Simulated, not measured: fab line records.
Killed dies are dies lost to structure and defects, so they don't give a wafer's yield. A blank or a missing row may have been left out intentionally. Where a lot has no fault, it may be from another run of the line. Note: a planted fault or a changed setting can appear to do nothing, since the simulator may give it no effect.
Chamber matching || flow n5_finfet || N5_SD_EPI_N_LINER_46 on ald_sin-02: 4 sister chambers
The step material SiNx, target thk 3 nm. 8 wafers are shown with their chamber, then 11 later ones without.

== EACH WAFER AND ITS CHAMBER ==
{"wafer": "L079.3", "chamber": 3, "heater_power_w (W)": 936, "chamber_pressure_Torr (Torr)": 2.003}
{"wafer": "L079.4", "chamber": 1, "heater_power_w (W)": 850, "chamber_pressure_Torr (Torr)": 1.995}
{"wafer": "L086.1", "chamber": 2, "heater_power_w (W)": 847, "chamber_pressure_Torr (Torr)": 1.992}
{"wafer": "L086.2", "chamber": 3, "heater_power_w (W)": 958, "chamber_pressure_Torr (Torr)": 2.005}
{"wafer": "L087.1", "chamber": 0, "heater_power_w (W)": 813, "chamber_pressure_Torr (Torr)": 1.994}
{"wafer": "L087.2", "chamber": 1, "heater_power_w (W)": 827, "chamber_pressure_Torr (Torr)": 2.001}
{"wafer": "L087.4", "chamber": 2, "heater_power_w (W)": 845, "chamber_pressure_Torr (Torr)": 2.002}
{"wafer": "L090.1", "chamber": 0, "heater_power_w (W)": 807, "chamber_pressure_Torr (Torr)": 2.001}

== WAFERS WITH NO CHAMBER GIVEN ==
{"wafer": "L090.2", "heater_power_w (W)": 848, "chamber_pressure_Torr (Torr)": 2.000}
{"wafer": "L090.6", "heater_power_w (W)": 831, "chamber_pressure_Torr (Torr)": 1.989}
{"wafer": "L091.2", "heater_power_w (W)": 856, "chamber_pressure_Torr (Torr)": 1.998}
{"wafer": "L091.3", "heater_power_w (W)": 798, "chamber_pressure_Torr (Torr)": 1.998}
{"wafer": "L091.4", "heater_power_w (W)": 839, "chamber_pressure_Torr (Torr)": 1.994}
{"wafer": "L093.1", "heater_power_w (W)": 939, "chamber_pressure_Torr (Torr)": 2.002}
{"wafer": "L093.5", "heater_power_w (W)": 819, "chamber_pressure_Torr (Torr)": 2.001}
{"wafer": "L093.6", "heater_power_w (W)": 832, "chamber_pressure_Torr (Torr)": 2.000}
{"wafer": "L094.2", "heater_power_w (W)": 848, "chamber_pressure_Torr (Torr)": 2.003}
{"wafer": "L094.3", "heater_power_w (W)": 774, "chamber_pressure_Torr (Torr)": 1.995}
{"wafer": "L094.5", "heater_power_w (W)": 919, "chamber_pressure_Torr (Torr)": 1.997}

== WHICH CHAMBER EACH ONE RAN IN ==
{"wafer": "L090.2", "from the rows above": "can't be placed: 2 or 1", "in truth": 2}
{"wafer": "L090.6", "from the rows above": "can't be placed: 1 or 2 or 0", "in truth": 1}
{"wafer": "L091.2", "from the rows above": "can't be placed: 2 or 1", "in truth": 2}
{"wafer": "L091.3", "from the rows above": 0, "in truth": 0}
{"wafer": "L091.4", "from the rows above": "can't be placed: 1 or 2 or 0", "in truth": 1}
{"wafer": "L093.1", "from the rows above": 3, "in truth": 3}
{"wafer": "L093.5", "from the rows above": "can't be placed: 0 or 1 or 2", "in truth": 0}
{"wafer": "L093.6", "from the rows above": "can't be placed: 1 or 2 or 0", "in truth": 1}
{"wafer": "L094.2", "from the rows above": "can't be placed: 2 or 1", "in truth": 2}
{"wafer": "L094.3", "from the rows above": 0, "in truth": 0}
{"wafer": "L094.5", "from the rows above": 3, "in truth": 3}
Correct placement for 4 of the 11. Not placeable from these rows: 7 (in 7, the candidates include the true chamber). Number placed wrongly: 0.
How it was worked out, from the rows above alone: a wafer's distance from a chamber is the root of the sum, over the readings, of the square of ((its reading less the chamber's mean) divided by the reading's scatter). The wafer belongs to the nearest chamber; if the next one is less than 2 further off, it can't be placed. For every chamber, the mean is computed from those of its wafers that are shown. How the scatter is found: for the shown wafers, subtract from each reading the mean of its chamber, square and add these, divide the total by (wafers less chambers), then take the root.
